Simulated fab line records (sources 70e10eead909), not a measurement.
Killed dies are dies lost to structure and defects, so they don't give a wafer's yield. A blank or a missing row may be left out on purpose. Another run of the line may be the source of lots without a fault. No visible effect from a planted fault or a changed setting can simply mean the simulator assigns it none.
Which tool is to blame? | flow nand_harc | 36 wafers from 12 lots sampled at 5 of the route's 1159 steps

== WHAT THE GAUGES SHOWED, per wafer ==
NHARC_A_BONDPAD_OVL_MEAS_35. Usual: overlay_x_nm 1 nm, standard deviation 6.2; overlay_y_nm 0 nm, standard deviation 5.7.
lot  | measured     | on         | overlay_x_nm (nm) | overlay_y_nm (nm) | flag
L134 | day 18 03:00 | overlay-01 | 6 6 6             | 8 9 8             |
L137 | day 18 08:07 | overlay-02 | 3 2 3             | -2 -2 -1          |
L138 | day 18 14:01 | overlay-01 | 0 1 0             | -3 -3 -3          |
L135 | day 18 17:11 | overlay-01 | -1 -1 -2          | 3 4 3             |
L140 | day 19 18:21 | overlay-01 | -1 -1 -2          | -1 -2 -2          |
L147 | day 21 22:25 | overlay-01 | 4 4 5             | -4 -4 -3          |
L150 | day 22 03:12 | overlay-01 | 8 8 8             | -5 -4 -5          |
L153 | day 22 08:43 | overlay-01 | 1 1 1             | -3 -3 -3          |
L151 | day 22 11:20 | overlay-01 | -4 -4 -5          | 14 15 15          |
L152 | day 22 12:14 | overlay-01 | -3 -3 -3          | 1 2 1             |
L155 | day 23 02:05 | overlay-01 | -13 -12 -12       | 4 3 4             |
L154 | day 23 02:23 | overlay-02 | -4 -4 -4          | -14 -14 -14       |

NHARC_END_SORT_01. Usual: defect_limited_yield 95.1 %, standard deviation 1.5; killed_at_array 29, standard deviation 10; killed_at_other 0.7, standard deviation 1; killed_at_periphery 3.7, standard deviation 2.6; killed_dies 33, standard deviation 10; killed_open 3.4, standard deviation 1.8; killed_short 1.8, standard deviation 1.3; sort_bin_2_pct 1.5 %, standard deviation 0.64; sort_bin_3_pct 0.29 %, standard deviation 0.24; sort_bin_4_pct 3.1 %, standard deviation 0.95; sort_n_pass 644, standard deviation 10; sort_rim_yield_pct 96.9 %, standard deviation 2.6; sort_yield_pct 95.1 %, standard deviation 1.5.
lot  | measured     | on        | defect_limited_yield (%) | killed_at_array | killed_at_other | killed_at_periphery | killed_dies | killed_open | killed_short | sort_bin_2_pct (%) | sort_bin_3_pct (%) | sort_bin_4_pct (%) | sort_n_pass | sort_rim_yield_pct (%) | sort_yield_pct (%) | flag
L150 | day 23 15:43 | prober-02 | 92.6 92.0 91.3           | 46 51 56        | 3 1 2           | 1 2 1               | 50 54 59    | 5 2 2       | 1 1 1        | 3.2 2.8 2.7        | 0.30 0.59 0.59     | 3.8 4.6 5.5        | 627 623 618 | 89.6 92.5 96.2         | 92.6 92.0 91.3     |

== WHICH TOOL RAN EACH LOT (tool, then ch and the chambers of the sampled wafers, then the start) ==
lot  | NHARC_A_M1_PVD_21                       | NHARC_A_BONDPAD_ETCH_12                       | NHARC_A_BONDPAD_STRIP_15
L134 | pvd_sputter-01, day 18 03:00 or earlier | rie_diel-11 ch 2,3, day 18 03:31 or earlier   | rie_diel-11 ch 0,2, day 18 03:31
L137 | pvd_sputter-01, day 18 08:07 or earlier | rie_diel-11 ch 0,1,3, day 18 08:38 or earlier | rie_diel-11 ch 0,3, day 18 08:38
L138 | pvd_sputter-01, day 18 14:01 or earlier | rie_diel-11 ch 1,2,3, day 18 14:31 or earlier | rie_diel-11 ch 0,1, day 18 14:31
L135 | pvd_sputter-03, day 18 17:11 or earlier | rie_diel-11 ch 0,1,3, day 18 17:43 or earlier | rie_diel-12 ch 0,1,2, day 18 17:43
L140 | pvd_sputter-03, day 19 18:21 or earlier | rie_diel-11 ch 0,1, day 19 18:55 or earlier   | rie_diel-11 ch 0,1,3, day 19 18:55
L147 | pvd_sputter-02, day 21 22:25 or earlier | rie_diel-11 ch 1,2,3, day 21 22:58 or earlier | rie_diel-12 ch 1,2,3, day 21 22:58
L150 | pvd_sputter-02, day 22 03:12 or earlier | rie_diel-11 ch 1,2,3, day 22 03:44 or earlier | rie_diel-11 ch 1,2, day 22 03:44
L153 | pvd_sputter-03, day 22 08:43 or earlier | rie_diel-11 ch 1,2, day 22 09:16 or earlier   | rie_diel-11 ch 0,2,3, day 22 09:16
L151 | pvd_sputter-03, day 22 11:20 or earlier | rie_diel-11 ch 0,2, day 22 11:52 or earlier   | rie_diel-12 ch 0,2,3, day 22 11:52
L152 | pvd_sputter-03, day 22 12:14 or earlier | rie_diel-11 ch 0,1,3, day 22 12:47 or earlier | rie_diel-12 ch 0,2,3, day 22 12:47
L155 | pvd_sputter-03, day 23 02:05 or earlier | rie_diel-11 ch 1,2,3, day 23 02:42 or earlier | rie_diel-11 ch 0,3, day 23 02:42
L154 | pvd_sputter-02, day 23 02:23 or earlier | rie_diel-12 ch 1,2, day 23 02:56 or earlier   | rie_diel-12 ch 0,1,2, day 23 02:56
- NHARC_A_M1_PVD_21: deposits Cu, target thk 30 nm, time 20.49 s.
- NHARC_A_BONDPAD_ETCH_12: etches the open film in CHF3/O2, target depth 220 nm, time 110 s.
- NHARC_A_BONDPAD_STRIP_15: strips in O2.

== AS READ BY THE TOOLS THEMSELVES (means over the sampled wafers that have a number; for cases with no such wafer, the mark the record gives instead) ==
NHARC_A_M1_PVD_21. Usual: throttle_valve_pct reads 30.0 % (standard deviation 1).
lot  | tool           | throttle_valve_pct (%) | flag
L134 | pvd_sputter-01 | 30.3                   |
L137 | pvd_sputter-01 | 31.8                   |
L138 | pvd_sputter-01 | 30.3                   |
L135 | pvd_sputter-03 | 29.8                   |
L140 | pvd_sputter-03 | 30.0                   |
L147 | pvd_sputter-02 | 29.2                   |
L150 | pvd_sputter-02 | 28.9                   |
L153 | pvd_sputter-03 | 29.8                   |
L151 | pvd_sputter-03 | 30.7                   |
L152 | pvd_sputter-03 | 30.2                   |
L155 | pvd_sputter-03 | 30.1                   |
L154 | pvd_sputter-02 | 29.4                   |

NHARC_A_BONDPAD_ETCH_12. Usual: drypump_motor_current_A 5.8 A, standard deviation 0.37; oes_product_au 0.948 a.u., standard deviation 0.023; rf_vpp_V 370.9 V, standard deviation 2.3; showerhead_plenum_p_Torr 2.41 Torr, standard deviation 0.099; throttle_valve_pct 20.573 %, standard deviation 0.0082.
lot  | tool        | drypump_motor_current_A (A) | oes_product_au (a.u.) | rf_vpp_V (V) | showerhead_plenum_p_Torr (Torr) | throttle_valve_pct (%) | flag
L134 | rie_diel-11 | 6.1                         | 0.961                 | 371.9        | 2.47                            | 20.575                 |
L137 | rie_diel-11 | 5.7                         | 0.981                 | 371.8        | 2.49                            | 20.575                 |
L138 | rie_diel-11 | 5.8                         | 0.970                 | 370.6        | 2.44                            | 20.575                 |
L135 | rie_diel-11 | 5.7                         | 0.931                 | 372.3        | 2.49                            | 20.581                 |
L140 | rie_diel-11 | 5.4                         | 0.929                 | 371.1        | 2.45                            | 20.573                 |
L147 | rie_diel-11 | 5.7                         | 0.951                 | 371.3        | 2.44                            | 20.568                 |
L150 | rie_diel-11 | 5.7                         | 0.931                 | 371.3        | 2.44                            | 20.570                 |
L153 | rie_diel-11 | 5.6                         | 0.929                 | 368.4        | 2.36                            | 20.575                 |
L151 | rie_diel-11 | 5.7                         | 0.968                 | 369.9        | 2.37                            | 20.574                 |
L152 | rie_diel-11 | 5.7                         | 0.935                 | 372.8        | 2.49                            | 20.572                 |
L155 | rie_diel-11 | 5.7                         | 0.932                 | 371.3        | 2.44                            | 20.572                 |
L154 | rie_diel-12 | 5.8                         | 0.929                 | 370.0        | 2.36                            | 20.569                 |

NHARC_A_BONDPAD_STRIP_15. Usual: chamber_pressure_mTorr 60.00 mTorr, standard deviation 0.054; drypump_motor_current_A 5.9 A, standard deviation 0.4; oes_product_au 1.001 a.u., standard deviation 0.011; rf_vpp_V 57.9 V, standard deviation 0.87; showerhead_plenum_p_Torr 3.54 Torr, standard deviation 0.14; throttle_valve_pct 17.037 %, standard deviation 0.009.
lot  | tool        | chamber_pressure_mTorr (mTorr) | drypump_motor_current_A (A) | oes_product_au (a.u.) | rf_vpp_V (V) | showerhead_plenum_p_Torr (Torr) | throttle_valve_pct (%) | flag
L134 | rie_diel-11 | 59.93                          | 5.7                         | 0.989                 | 58.2         | 3.56                            | 17.033                 |
L137 | rie_diel-11 | -                              | -                           | -                     | -            | -                               | -                      | OFF
L138 | rie_diel-11 | -                              | -                           | -                     | -            | -                               | -                      | OFF
L135 | rie_diel-12 | -                              | -                           | -                     | -            | -                               | -                      | OFF
L140 | rie_diel-11 | 59.96                          | 5.7                         | 1.007                 | 57.9         | 3.65                            | 17.040                 |
L147 | rie_diel-12 | 60.00                          | 5.9                         | 0.997                 | 58.2         | 3.42                            | 17.036                 |
L150 | rie_diel-11 | 60.01                          | 5.5                         | 1.007                 | 58.0         | 3.52                            | 17.036                 |
L153 | rie_diel-11 | 60.00                          | 5.9                         | 0.999                 | 57.4         | 3.59                            | 17.037                 |
L151 | rie_diel-12 | 60.02                          | 6.1                         | 0.992                 | 57.4         | 3.42                            | 17.034                 |
L152 | rie_diel-12 | 59.98                          | 6.1                         | 0.989                 | 58.3         | 3.42                            | 17.040                 |
L155 | rie_diel-11 | 59.96                          | 6.0                         | 1.007                 | 57.8         | 3.70                            | 17.040                 |
L154 | rie_diel-12 | 60.00                          | 6.0                         | 1.006                 | 58.3         | 3.48                            | 17.030                 |

== THE ANSWER, worked out from the rows above alone ==
Rule: a lot is off if the mean of its wafers that have a number lies more than 3 standard deviations from the usual mean. A lot without any number at a reading at which 4 lots or more have one is off too. Where the step has rows for the other lots, those lots are counted as sound. Order of review: gauges by route order, followed by the tools' own readings, for which a lot's mean as printed above is used. At the first step where some lot is off, the reading lying furthest off is the one used; lots without a number count as furthest.
Off: L137, L138, L135, at NHARC_A_BONDPAD_STRIP_15 (chamber_pressure_mTorr). Without a number there: L137, L138, L135.
If a tool, at that step or one of the process steps before it, ran each lot that is off and ran no sound lot following the first of them, it fits. With no start given for some of its lots, NHARC_A_M1_PVD_21 uses the hours and lot order of NHARC_A_BONDPAD_OVL_MEAS_35. With no start given for some of its lots, NHARC_A_BONDPAD_ETCH_12 uses the hours and lot order of NHARC_A_BONDPAD_STRIP_15. No candidate that was tried fits.

== WHAT THE SIMULATOR HAD PUT IN ==
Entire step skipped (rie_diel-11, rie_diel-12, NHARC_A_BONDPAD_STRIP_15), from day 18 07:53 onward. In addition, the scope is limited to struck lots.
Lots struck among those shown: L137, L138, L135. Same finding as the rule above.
